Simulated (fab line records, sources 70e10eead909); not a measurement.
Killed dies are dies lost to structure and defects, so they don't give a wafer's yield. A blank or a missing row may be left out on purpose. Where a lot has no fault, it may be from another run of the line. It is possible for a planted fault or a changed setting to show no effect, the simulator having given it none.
One fault seen from 2 desks | flow nandHarc | only its own numbers are on each desk; what lay behind them is given at the end

== THE TOOL OWNER'S DESK: rieDiel-07 ==
The tool's own readings at NHARC_P_GATE_ETCH_104 (etches the open film in CF4/CHF3, target depth 60 nm): means of the sampled wafers that have a number, for each lot that ran on this tool. The brackets show how far a lot's mean lies from the usual mean; more than 4 standard deviations puts the lot out of limits, marked OUT.
Columns: A = drypumpMotorCurrentA at NHARC_P_GATE_ETCH_104, usual 5.8 A; B = oesProductAu at NHARC_P_GATE_ETCH_104, usual 0.950 a.u.; C = rfFwdPowerW at NHARC_P_GATE_ETCH_104, usual 492.2 W; D = rfVppV at NHARC_P_GATE_ETCH_104, usual 371.3 V; E = showerheadPlenumPTorr at NHARC_P_GATE_ETCH_104, usual 1.60 Torr; F = throttleValvePct at NHARC_P_GATE_ETCH_104, usual 16.802 %
lot  | first seen here | A   | B               | C               | D     | E    | F
L689 | day 8 05:11     | 5.8 | 0.971           | 492.7           | 371.5 | 1.59 | 16.804
L691 | day 8 20:56     | 5.9 | 0.922           | 493.6           | 370.9 | 1.59 | 16.798
L697 | day 11 01:38    | 6.4 | 1.198 (+11) OUT | 689.0 (+73) OUT | 368.9 | 1.53 | 16.792
This desk finds L697 out of limits, L697 being first, at day 11 01:38 (oesProductAu at NHARC_P_GATE_ETCH_104). In limits: L689, L691.

== AT THE METROLOGY DESK ==
Lot by lot, what the gauges showed, no matter which tool ran the lot: averages of those sampled wafers that carry a number. The brackets show how far a lot's mean lies from the usual mean; more than 4 standard deviations puts the lot out of limits, marked OUT.
Columns: A = cdNm at NHARC_P_GATE_CD_MEAS_33, usual 120.0 nm
lot  | first seen here | A
L683 | day 5 16:38     | 116.6
L684 | day 5 17:15     | 119.5
L686 | day 6 17:43     | 120.1
L689 | day 8 05:53     | 120.4
L690 | day 8 16:04     | 119.5
L691 | day 8 21:39     | 122.7
L696 | day 11 02:04    | 118.0
L697 | day 11 02:23    | 107.1 (-4.6) OUT
L702 | day 13 07:59    | 121.7
L703 | day 13 22:52    | 120.8
L704 | day 14 04:09    | 122.8
L705 | day 14 12:15    | 120.8
This desk finds L697 out of limits, L697 being first, at day 11 02:23 (cdNm at NHARC_P_GATE_CD_MEAS_33). In limits: L683, L684, L686, L689, L690, L691, L696, L702, L703, L704, L705.

== PUT TOGETHER ==
The tool owner's desk had the chance to raise an alarm at day 11 01:38 on L697.
At day 11 02:23 the metrology desk could have sounded an alarm, on L697.
Every lot named ran NHARC_P_GATE_ETCH_104 on rieDiel-07.

== WHAT THE SIMULATOR HAD INSERTED ==
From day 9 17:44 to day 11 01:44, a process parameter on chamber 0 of rieDiel-07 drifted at NHARC_P_GATE_ETCH_104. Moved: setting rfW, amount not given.
Struck lots among those shown: L697.
Time in hours from fault onset to the first out-of-limits reading at each desk: tool owner's desk 32, metrology desk 33.
